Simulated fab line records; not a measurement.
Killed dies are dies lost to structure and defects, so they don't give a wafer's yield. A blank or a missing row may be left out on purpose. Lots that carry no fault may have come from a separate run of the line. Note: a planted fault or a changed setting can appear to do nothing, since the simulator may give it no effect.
fab line records	flow n5-finfet	part 1 of 2: steps 1 to 26 of 33
record lots=5	wafers=15	last-day=20
route steps=1938 shown SD_EPI_N@285 SD_EPI_P@295
lots that met no fault: from a run of the same line without faults
start-h: the number of hours between the record's first day and the start of the first shown wafer of the lot	wait-h: hours from the lot's prior step to this one	" unchanged from the row above	L1.1+2: a row that stands for several wafers	- value missing, or start not given	* or withheld: withheld	< > ~ a bound
route shown NAME@n: NAME is a module with steps in the file, n the number in the route of the first one	usual: average and standard deviation across the fault-free wafers	same: alike in all rows	chamber/n: place in a boat	sites: the reading at each site	_std_site: standard deviation across them	_edge_site: the outer-site mean with the inner-site mean subtracted	radius-mm: how far each site lies from the wafer's centre	mask NAME#n: copy n	behind: the tool/chamber that last shaped the wafer	hold: what put the lot on hold/how long, in hours/how the hold closed	device: transistor that didn't switch, given as n, p or np	end of line: the tests these same wafers got at the end of their route	a step given without rows: its recipe and nothing more	killed: dies lost to structure and defects at the first sort, not the wafer's yield	map: a wafer's dies, marking killed ones x, the rest . and places with no die _
set.NAME: the run value of the setting; set.NAME@STEP: its run value at that earlier step	model.NAME: the simulator's own value behind a step, which no gauge read
certain route steps with their lots: each step a table, each wafer a row
services: when a tool's chamber went out of use (start-h, in hours from the record's first day, below 0 if earlier), for how many hours, and the reason
## steps
# step N5_SD_EPI_N_SRD_20
# recipe dry=ipa-marangoni	do-ppb=5	time-s=30	temp-c=23	rinse-liquid=diw
# usual do-ppb=5.00/0.052
lot.wafer	tool	chamber	start-h	wait-h	do-ppb
L079.3	wet-bench-02	4	78.96	0.0	5.05
L079.4	"	7	"	"	5.01
L079.5	"	3	"	"	5.08
L087.1	wet-bench-02	1	130.31	0.0	5.05
L087.2	"	0	"	"	5.12
L087.5	"	5	"	"	4.98
L089.1	wet-bench-02	3	149.19	0.0	5.04
L089.3	"	1	"	"	5.04
L089.6	"	0	"	"	4.99
L093.1	wet-bench-02	6	178.63	0.0	4.95
L093.2	"	0	"	"	5.03
L093.4	"	1	"	"	4.91
L094.3	wet-bench-01	4	190.53	0.0	5.05
L094.4	"	6	"	"	4.97
L094.5	"	1	"	"	5.01
# step N5_SD_EPI_N_PRECLEAN_48
# recipe chemistry=NF3:NH3	afs-cycles=2	temp-c=30	time-s=20	sublimation-temp-c=180	sublimation-time-s=60	pressure-torr=3	rf-power-w=30
# usual rf-fwd-power-W=29.89/0.11
lot.wafer	tool	chamber	start-h	wait-h	rf-fwd-power-W
L079.3	epi-rpcvd-03	0	79.17	0.2	29.80
L079.4	"	0	"	"	29.89
L079.5	"	0	"	"	29.88
L087.1	epi-rpcvd-04	0	130.36	0.0	30.01
L087.2	"	0	"	"	30.10
L087.5	"	0	"	"	29.91
L089.1	epi-rpcvd-01	0	149.24	0.0	29.81
L089.3	"	0	"	"	29.75
L089.6	"	0	"	"	29.72
L093.1	epi-rpcvd-01	0	178.67	0.0	29.91
L093.2	"	0	"	"	29.89
L093.4	"	0	"	"	29.83
L094.3	epi-rpcvd-01	0	190.74	0.2	29.69
L094.4	"	0	"	"	29.74
L094.5	"	0	"	"	29.72
# step N5_SD_EPI_N_VAPOR_ETCH_50
# recipe chemistry=HCl	target=Si	temp-c=775	time-s=54	pressure-torr=20	mode=isotropic
# usual throttle-valve-pct=11.8/0.41
lot.wafer	tool	chamber	start-h	wait-h	throttle-valve-pct
L079.3	epi-rpcvd-03	0	79.57	0.3	11.4
L079.4	"	0	"	"	11.5
L079.5	"	0	"	"	11.7
L087.1	epi-rpcvd-04	0	130.84	0.4	12.5
L087.2	"	0	"	"	12.7
L087.5	"	0	"	"	12.5
L089.1	epi-rpcvd-01	0	149.88	0.5	11.4
L089.3	"	0	"	"	11.2
L089.6	"	0	"	"	11.7
L093.1	epi-rpcvd-01	0	179.15	0.4	11.7
L093.2	"	0	"	"	11.6
L093.4	"	0	"	"	11.7
L094.3	epi-rpcvd-01	0	191.14	0.3	11.7
L094.4	"	0	"	"	11.6
L094.5	"	0	"	"	11.5
# step N5_SD_EPI_N_EPI_21
# recipe material=Si:P	dopant=P	temp-c=680	pressure-torr=255	time-s=690
lot.wafer	tool	chamber	start-h	wait-h
L079.3+4+5	epi-rpcvd-03	0	80.48	0.9
L087.1+2+5	epi-rpcvd-04	0	131.08	0.2
L089.1+3+6	epi-rpcvd-01	0	150.20	0.3
L093.1+2+4	epi-rpcvd-01	0	179.39	0.2
L094.3+4+5	epi-rpcvd-01	0	192.05	0.9
# step N5_SD_EPI_N_EPI_MEAS_23
# recipe mode=xrd
# usual thk-nm=58.9/1.2
lot.wafer	tool	chamber	start-h	wait-h	thk-nm
L079.3	film-metro-01	-	82.01	1.2	57.4
L079.4	"	-	"	"	59.6
L079.5	"	-	"	"	60.3
L087.1	film-metro-01	-	133.36	1.9	58.0
L087.2	"	-	"	"	56.5
L087.5	"	-	"	"	58.3
L089.1	film-metro-02	-	153.22	2.5	59.6
L089.3	"	-	"	"	60.9
L089.6	"	-	"	"	58.0
L093.1	film-metro-02	-	181.67	1.9	57.6
L093.2	"	-	"	"	55.9
L093.4	"	-	"	"	57.7
L094.3	film-metro-02	-	193.58	1.2	60.6
L094.4	"	-	"	"	59.9
L094.5	"	-	"	"	58.1
# step N5_SD_EPI_N_PRECLEAN_24
# recipe chemistry=O3/DIW	time-s=60	temp-c=22	o3-ppm=10
lot.wafer	tool	chamber	start-h	wait-h
L079.3+4+5	wet-bench-04	6,0,1	82.04	0.0
L087.1+2+5	wet-bench-01	2,5,3	133.39	0.0
L089.1+3+6	wet-bench-04	0,7,3	153.26	0.0
L093.1+2+4	wet-bench-01	5,6,3	181.71	0.0
L094.3+4+5	wet-bench-01	0,6,7	193.61	0.0
# step N5_SD_EPI_N_SRD_25
# recipe time-s=30	temp-c=23	rinse-liquid=diw	dry=ipa-marangoni
lot.wafer	tool	chamber	start-h	wait-h
L079.3+4+5	wet-bench-04	6,0,1	82.08	0.0
L087.1+2+5	wet-bench-01	2,5,3	133.41	0.0
L089.1+3+6	wet-bench-04	0,7,3	153.28	0.0
L093.1+2+4	wet-bench-01	5,6,3	181.73	0.0
L094.3+4+5	wet-bench-01	0,6,7	193.63	0.0
# step N5_SD_EPI_N_PRECLEAN_49
# recipe chemistry=NF3:NH3	afs-cycles=1	temp-c=30	time-s=20	sublimation-temp-c=180	sublimation-time-s=60	pressure-torr=3	rf-power-w=30
lot.wafer	tool	chamber	start-h	wait-h
L079.3+4+5	remote-plasma-01	0	82.20	0.1
L087.1+2+5	remote-plasma-02	1	133.46	0.0
L089.1+3+6	remote-plasma-01	0	153.32	0.0
L093.1+2+4	remote-plasma-02	0	181.77	0.0
L094.3+4+5	remote-plasma-01	1	193.74	0.1
# step N5_SD_EPI_N_LINER_46
# recipe material=SiNx	target-thk-a=30	temp-c=400	ald-precursor-family=SiH2I2	ald-co-reactant=N2/H2-plasma	pressure-torr=2
# usual heater-power-w=791/89
lot.wafer	tool	chamber	start-h	wait-h	heater-power-w
L079.3	ald-sin-04	0	82.35	0.1	739
L079.4	"	3	"	"	757
L079.5	"	0	"	"	740
L087.1	ald-sin-02	1	133.66	0.2	953
L087.2	"	0	"	"	789
L087.5	"	3	"	"	757
L089.1	ald-sin-04	0	154.88	1.5	681
L089.3	"	2	"	"	736
L089.6	"	1	"	"	754
L093.1	ald-sin-02	2	182.15	0.3	661
L093.2	"	1	"	"	987
L093.4	"	0	"	"	771
L094.3	ald-sin-04	0	193.88	0.1	683
L094.4	"	2	"	"	730
L094.5	"	1	"	"	766
# step N5_SD_EPI_N_INSPECT_26
# recipe inspect-instrument=darkfield	mode=post-epi
# usual raw-defect-count=198/42
lot.wafer	tool	chamber	start-h	wait-h	raw-defect-count
L079.3	defect-inspect-02	-	82.60	0.1	208
L079.4	"	-	"	"	152
L079.5	"	-	"	"	198
L087.1	defect-inspect-02	-	133.91	0.1	154
L087.2	"	-	"	"	117
L087.5	"	-	"	"	131
L089.1	defect-inspect-02	-	155.13	0.1	167
L089.3	"	-	"	"	199
L089.6	"	-	"	"	210
L093.1	defect-inspect-01	-	182.40	0.1	240
L093.2	"	-	"	"	268
L093.4	"	-	"	"	191
L094.3	defect-inspect-02	-	194.14	0.1	154
L094.4	"	-	"	"	136
L094.5	"	-	"	"	116
# step N5_SD_EPI_P_COAT_34
# recipe resist=SOC	temp-c=250	time-s=60	spin-rpm=1500	resist-thk-nm=350
lot.wafer	tool	chamber	start-h	wait-h
L079.3+4+5	litho-track-05	0	82.63	0.0
L087.1+2+5	litho-track-02	0	133.94	0.0
L089.1+3+6	litho-track-02	0	155.16	0.0
L093.1+2+4	litho-track-02	0	182.43	0.0
L094.3+4+5	litho-track-05	0	194.17	0.0
# step N5_SD_EPI_P_COAT_35
# recipe resist=SiARC	temp-c=220	time-s=60	spin-rpm=1500	resist-thk-nm=35
lot.wafer	tool	chamber	start-h	wait-h
L079.3+4+5	litho-track-05	0	-	-
L087.1+2+5	litho-track-02	0	-	-
L089.1+3+6	litho-track-02	0	-	-
L093.1+2+4	litho-track-02	0	-	-
L094.3+4+5	litho-track-05	0	-	-
# step N5_SD_EPI_P_COAT_03
# recipe resist=CAR-ArF-block	spin-rpm=1500	resist-thk-nm=150
lot.wafer	tool	chamber	start-h	wait-h
L079.3+4+5	litho-track-05	0	-	-
L087.1+2+5	litho-track-02	0	-	-
L089.1+3+6	litho-track-02	0	-	-
L093.1+2+4	litho-track-02	0	-	-
L094.3+4+5	litho-track-05	0	-	-
# step N5_SD_EPI_P_EBR_05
# recipe solvent=PGMEA	ebr-width-mm=1.5
# same ebr-width-mm=1.5
lot.wafer	tool	chamber	start-h	wait-h
L079.3+4+5	litho-track-05	0	-	-
L087.1+2+5	litho-track-02	0	-	-
L089.1+3+6	litho-track-02	0	-	-
L093.1+2+4	litho-track-02	0	-	-
L094.3+4+5	litho-track-05	0	-	-
# step N5_SD_EPI_P_SOFTBAKE_04
# recipe temp-c=110	time-s=60	resist=CAR-ArF-block
lot.wafer	tool	chamber	start-h	wait-h
L079.3+4+5	litho-track-05	0	-	-
L087.1+2+5	litho-track-02	0	-	-
L089.1+3+6	litho-track-02	0	-	-
L093.1+2+4	litho-track-02	0	-	-
L094.3+4+5	litho-track-05	0	-	-
# step N5_SD_EPI_P_EXPOSE_06
# recipe mask-id=SD_P_BLK	na=1.35	source-shape=conventional	sigma-outer=0.8	polarization=unpolarized	target-cd-nm=240	dose-mj=39.5
lot.wafer	tool	chamber	start-h	wait-h	mask
L079.3+4+5	arfi-scanner-02	0	82.88	-	SD_P_BLK#0
L087.1+2+5	arfi-scanner-03	0	134.18	-	SD_P_BLK#0
L089.1+3+6	arfi-scanner-03	0	155.40	-	SD_P_BLK#0
L093.1+2+4	arfi-scanner-01	0	182.67	-	SD_P_BLK#0
L094.3+4+5	arfi-scanner-01	0	194.54	-	SD_P_BLK#0
# step N5_SD_EPI_P_PEB_07
# recipe peb-temp-c=110	peb-time-s=60	resist=CAR-ArF-block
lot.wafer	tool	chamber	start-h	wait-h
L079.3+4+5	litho-track-02	0	82.93	0.0
L087.1+2+5	litho-track-05	0	134.24	0.1
L089.1+3+6	litho-track-03	0	155.46	0.1
L093.1+2+4	litho-track-05	0	182.73	0.1
L094.3+4+5	litho-track-03	0	194.59	0.0
# step N5_SD_EPI_P_DEVELOP_08
# recipe develop-time-s=30	developer=TMAH	resist=CAR-ArF-block	dev-temp-c=23	rinse-liquid=diw	dry=air-spin
lot.wafer	tool	chamber	start-h	wait-h
L079.3+4+5	litho-track-02	0	-	-
L087.1+2+5	litho-track-05	0	-	-
L089.1+3+6	litho-track-03	0	-	-
L093.1+2+4	litho-track-05	0	-	-
L094.3+4+5	litho-track-03	0	-	-
# step N5_SD_EPI_P_CD_MEAS_09
# recipe target-cd-nm=240	landing-energy-ev=500	detector=se-inlens
# usual cd-nm=240.1/0.67
lot.wafer	tool	chamber	start-h	wait-h	cd-nm
L079.3	cd-sem-01	0	83.00	-	240.0
L079.4	"	0	"	"	239.8
L079.5	"	0	"	"	239.8
L087.1	cd-sem-03	0	134.31	-	241.1
L087.2	"	0	"	"	240.5
L087.5	"	0	"	"	240.2
L089.1	cd-sem-02	0	155.53	-	239.6
L089.3	"	0	"	"	239.5
L089.6	"	0	"	"	240.2
L093.1	cd-sem-03	0	182.80	-	240.7
L093.2	"	0	"	"	241.8
L093.4	"	0	"	"	240.9
L094.3	cd-sem-02	0	194.66	-	240.3
L094.4	"	0	"	"	240.5
L094.5	"	0	"	"	240.5
# step N5_SD_EPI_P_OVL_MEAS_10
# recipe points-per-wafer=44
# usual SD_P_BLK_OVL=0.2/0.67
lot.wafer	tool	chamber	start-h	wait-h	SD_P_BLK_OVL[nm]
L079.3	overlay-02	0	83.03	0.0	0.4
L079.4	"	0	"	"	-1.4
L079.5	"	0	"	"	-1.2
L087.1	overlay-01	0	142.90	8.6	0.8
L087.2	"	0	"	"	-0.2
L087.5	"	0	"	"	-0.2
L089.1	overlay-01	0	155.56	0.0	0.4
L089.3	"	0	"	"	0.5
L089.6	"	0	"	"	1.1
L093.1	overlay-01	0	182.83	0.0	0.3
L093.2	"	0	"	"	1.2
L093.4	"	0	"	"	-0.1
L094.3	overlay-01	0	194.68	0.0	0.1
L094.4	"	0	"	"	-0.8
L094.5	"	0	"	"	-0.6
# step N5_SD_EPI_P_INSPECT_11
# recipe mode=adi	inspect-instrument=macro
# usual raw-defect-count=2.2/1.6
lot.wafer	tool	chamber	start-h	wait-h	raw-defect-count
L079.3	defect-inspect-02	-	83.05	0.0	2
L079.4	"	-	"	"	0
L079.5	"	-	"	"	3
L087.1	defect-inspect-01	-	142.94	0.0	3
L087.2	"	-	"	"	1
L087.5	"	-	"	"	4
L089.1	defect-inspect-01	-	155.58	0.0	4
L089.3	"	-	"	"	5
L089.6	"	-	"	"	1
L093.1	defect-inspect-01	-	182.85	0.0	1
L093.2	"	-	"	"	2
L093.4	"	-	"	"	3
L094.3	defect-inspect-01	-	194.71	0.0	1
L094.4	"	-	"	"	3
L094.5	"	-	"	"	3
# step N5_SD_EPI_P_DESCUM_14
# recipe chemistry=O2	time-s=7.9	source-power-w=50	bias-power-w=20	pressure-mtorr=20	rf-frequency-hz=2.712e+07	temp-c=40	resist=CAR-ArF-block	o2-flow-sccm=225
# usual drypump-motor-current-A=5.9/0.55	o2-flow-sccm=225.0/0.67	oes-product-au=0.79/0.087	rf-fwd-power-W=49.39/0.24	rf-vpp-V=243.2/1.4	showerhead-plenum-p-Torr=2.10/0.068	throttle-valve-pct=20.58/0.21
lot.wafer	tool	chamber	start-h	wait-h	drypump-motor-current-A	o2-flow-sccm	oes-product-au	rf-fwd-power-W	rf-hours-counter-h	rf-vpp-V	showerhead-plenum-p-Torr	throttle-valve-pct
L079.3	rie-diel-01	0	83.08	0.0	6.6	224.7	0.84	49.33	57	241.2	2.04	20.75
L079.4	"	1	"	"	6.2	225.2	0.79	49.40	106	243.0	2.12	20.43
L079.5	"	0	"	"	6.6	224.8	0.84	49.24	-	242.1	2.04	20.76
L087.1	rie-diel-01	1	143.66	0.7	6.3	224.2	0.77	49.71	123	243.8	2.11	20.47
L087.2	"	0	"	"	6.6	225.1	0.83	49.20	74	242.8	2.04	20.78
L087.5	"	2	"	"	6.4	225.0	0.97	49.99	-	245.3	2.22	20.50
L089.1	rie-diel-06	2	155.61	0.0	6.4	224.9	0.79	49.48	134	242.4	2.01	20.45
L089.3	"	0	"	"	6.4	225.2	0.71	48.95	210	244.7	2.17	20.79
L089.6	"	0	"	"	6.4	224.2	0.70	48.92	-	243.5	2.17	20.79
L093.1	rie-diel-01	3	182.88	0.0	6.0	224.8	0.97	49.59	4	244.9	2.06	20.49
L093.2	"	1	"	"	6.2	224.2	0.76	49.44	138	243.4	2.11	20.49
L093.4	"	0	"	"	6.6	225.7	0.81	49.28	89	241.6	2.03	20.80
L094.3	rie-diel-03	3	194.74	0.0	5.4	225.2	0.89	49.06	40	243.3	2.13	20.50
L094.4	"	1	"	"	6.1	224.7	0.74	49.28	153	241.9	2.01	20.07
L094.5	"	3	"	"	5.4	224.3	0.89	49.13	-	243.2	2.13	20.48
# step N5_SD_EPI_P_ETCH_36
# recipe chemistry=CF4	target=SiARC	target-depth-a=455	mask-material=CAR-ArF-block	time-s=75.8	ion-energy-ev=80	pressure-mtorr=40	source-w=545	bias-w=36	Ar_flow_sccm=100	cf4-flow-sccm=100	ends=cleared
# usual drypump-motor-current-A=5.9/0.55	etch-rf-on-time-s=75.6/1.2	oes-product-au=0.68/0.073	rf-fwd-power-W=539.7/2.2	rf-vpp-V=184.1/1.1	showerhead-plenum-p-Torr=2.14/0.066	throttle-valve-pct=15.74/0.22
lot.wafer	tool	chamber	start-h	wait-h	drypump-motor-current-A	etch-rf-on-time-s	oes-product-au	rf-fwd-power-W	rf-hours-counter-h	rf-vpp-V	showerhead-plenum-p-Torr	throttle-valve-pct
L079.3	rie-diel-01	0	83.12	0.0	6.6	77.3	0.71	537.6	57	183.3	2.09	15.84
L079.4	"	1	"	"	6.2	76.0	0.68	540.8	106	183.3	2.16	15.54
L079.5	"	0	"	"	6.7	76.3	0.71	535.0	-	184.5	2.09	15.82
L087.1	rie-diel-01	1	143.70	0.0	6.3	75.9	0.67	544.3	123	185.9	2.15	15.57
L087.2	"	0	"	"	6.7	76.9	0.70	536.0	74	184.3	2.09	15.87
L087.5	"	2	"	"	6.4	73.3	0.83	540.9	-	186.3	2.28	15.69
L089.1	rie-diel-06	2	155.65	0.0	6.4	74.7	0.67	542.2	134	182.2	2.07	15.65
L089.3	"	0	"	"	6.4	75.3	0.61	538.0	210	184.5	2.21	15.95
L089.6	"	0	"	"	6.4	75.2	0.62	539.9	-	182.9	2.21	15.97
L093.1	rie-diel-01	3	182.92	0.0	5.9	74.1	0.83	539.0	4	183.7	2.10	15.56
L093.2	"	1	"	"	6.2	76.2	0.66	541.6	138	182.6	2.15	15.60
L093.4	"	0	"	"	6.7	77.0	0.69	539.1	89	183.5	2.08	15.90
L094.3	rie-diel-03	3	194.78	0.0	5.4	76.3	0.75	536.8	40	185.5	2.17	15.58
L094.4	"	1	"	"	6.1	75.6	0.63	539.7	153	183.2	2.05	15.26
L094.5	"	3	"	"	5.4	76.1	0.76	538.2	-	184.3	2.17	15.56
# step N5_SD_EPI_P_ETCH_37
# recipe chemistry=N2/H2	target=SOC	overetch-a=1080	mask-material=SiARC	temp-c=40	ion-energy-ev=100	source-w=3000	bias-w=133	pressure-mtorr=20	time-s=486	n2-flow-sccm=200	h2-flow-sccm=200	ends=end-point
# usual drypump-motor-current-A=5.9/0.55	oes-product-au=0.71/0.074	rf-fwd-power-W=2996/9.6	rf-vpp-V=240.7/1.3	showerhead-plenum-p-Torr=2.54/0.083	throttle-valve-pct=23.98/0.2
lot.wafer	tool	chamber	start-h	wait-h	drypump-motor-current-A	oes-product-au	rf-fwd-power-W	rf-hours-counter-h	rf-vpp-V	showerhead-plenum-p-Torr	throttle-valve-pct
L079.3	rie-diel-01	0	83.17	0.0	6.6	0.75	2996	57	241.2	2.47	24.08
L079.4	"	1	"	"	6.3	0.71	2994	107	241.6	2.56	23.79
L079.5	"	0	"	"	6.6	0.75	2973	-	240.0	2.47	24.07
L087.1	rie-diel-01	1	143.76	0.0	6.3	0.70	2980	123	241.5	2.55	23.81
L087.2	"	0	"	"	6.6	0.73	2998	74	238.7	2.46	24.12
L087.5	"	2	"	"	6.4	0.85	3000	-	241.7	2.71	24.19
L089.1	rie-diel-06	2	155.71	0.0	6.4	0.71	3015	134	240.1	2.44	23.96
L089.3	"	0	"	"	6.4	0.64	2992	210	239.6	2.62	24.22
L089.6	"	0	"	"	6.5	0.64	2984	-	241.9	2.62	24.21
L093.1	rie-diel-01	3	182.98	0.0	5.9	0.86	2987	4	240.5	2.49	23.80
L093.2	"	1	"	"	6.3	0.69	2996	138	240.2	2.54	23.81
L093.4	"	0	"	"	6.6	0.71	2979	89	238.9	2.46	24.11
L094.3	rie-diel-03	3	194.83	0.0	5.3	0.79	2987	40	241.9	2.59	23.92
L094.4	"	1	"	"	6.1	0.67	3003	153	238.2	2.43	23.67
L094.5	"	3	"	"	5.3	0.80	2995	-	239.6	2.59	23.92
# step N5_SD_EPI_P_STRIP_38
# recipe chemistry=N2/H2	temp-c=40	n2-flow-sccm=200	h2-flow-sccm=200	rf-frequency-hz=6e+07
lot.wafer	tool	chamber	start-h	wait-h
L079.3+4+5	rie-diel-01	0,1,0	83.49	0.2
L087.1+2+5	rie-diel-01	1,0,2	144.07	0.2
L089.1+3+6	rie-diel-06	2,0,0	156.02	0.2
L093.1+2+4	rie-diel-01	3,1,0	183.29	0.2
L094.3+4+5	rie-diel-03	3,1,3	195.15	0.2
# step N5_SD_EPI_P_ETCHBACK_46
# recipe chemistry=CH3F/O2	mode=anisotropic-etchback	target=SiNx	target-depth-a=175	stop-on=SiO2	over-etch-frac=0.3	ion-energy-ev=120	pressure-mtorr=30	source-w=395	bias-w=73	Ar_flow_sccm=150	CH3F_flow_sccm=30	O2_flow_sccm=20
# usual drypump-motor-current-A=5.9/0.55	oes-product-au=0.68/0.071	rf-fwd-power-W=393.3/1.3	rf-vpp-V=298.0/2.8	showerhead-plenum-p-Torr=2.00/0.064	throttle-valve-pct=16.47/0.21
# same over-etch-frac=0.3
lot.wafer	tool	chamber	start-h	wait-h	drypump-motor-current-A	oes-product-au	rf-fwd-power-W	rf-hours-counter-h	rf-vpp-V	showerhead-plenum-p-Torr	throttle-valve-pct
L079.3	rie-diel-01	0	83.50	0.0	6.6	0.72	394.4	57	298.6	1.95	16.58
L079.4	"	1	"	"	6.2	0.67	392.8	107	299.5	2.01	16.25
L079.5	"	0	"	"	6.6	0.72	394.1	-	298.6	1.95	16.58
L087.1	rie-diel-01	1	144.08	0.0	6.3	0.67	393.9	123	298.5	2.00	16.28
L087.2	"	0	"	"	6.6	0.70	393.2	74	300.0	1.94	16.62
L087.5	"	2	"	"	6.4	0.83	392.1	-	300.6	2.13	16.40
L089.1	rie-diel-06	2	156.03	0.0	6.4	0.67	390.5	134	294.3	1.93	16.42
L089.3	"	0	"	"	6.4	0.61	390.9	211	300.3	2.07	16.71
L089.6	"	0	"	"	6.4	0.61	391.3	-	300.0	2.07	16.70
L093.1	rie-diel-01	3	183.30	0.0	6.0	0.82	391.5	4	294.7	1.96	16.32
L093.2	"	1	"	"	6.3	0.66	394.3	138	298.7	2.00	16.28
L093.4	"	0	"	"	6.6	0.69	392.9	89	299.6	1.94	16.64
L094.3	rie-diel-03	3	195.16	0.0	5.3	0.76	391.6	40	299.5	2.03	16.32
L094.4	"	1	"	"	6.1	0.63	394.9	153	292.7	1.91	16.00
L094.5	"	3	"	"	5.4	0.76	393.0	-	300.8	2.03	16.33
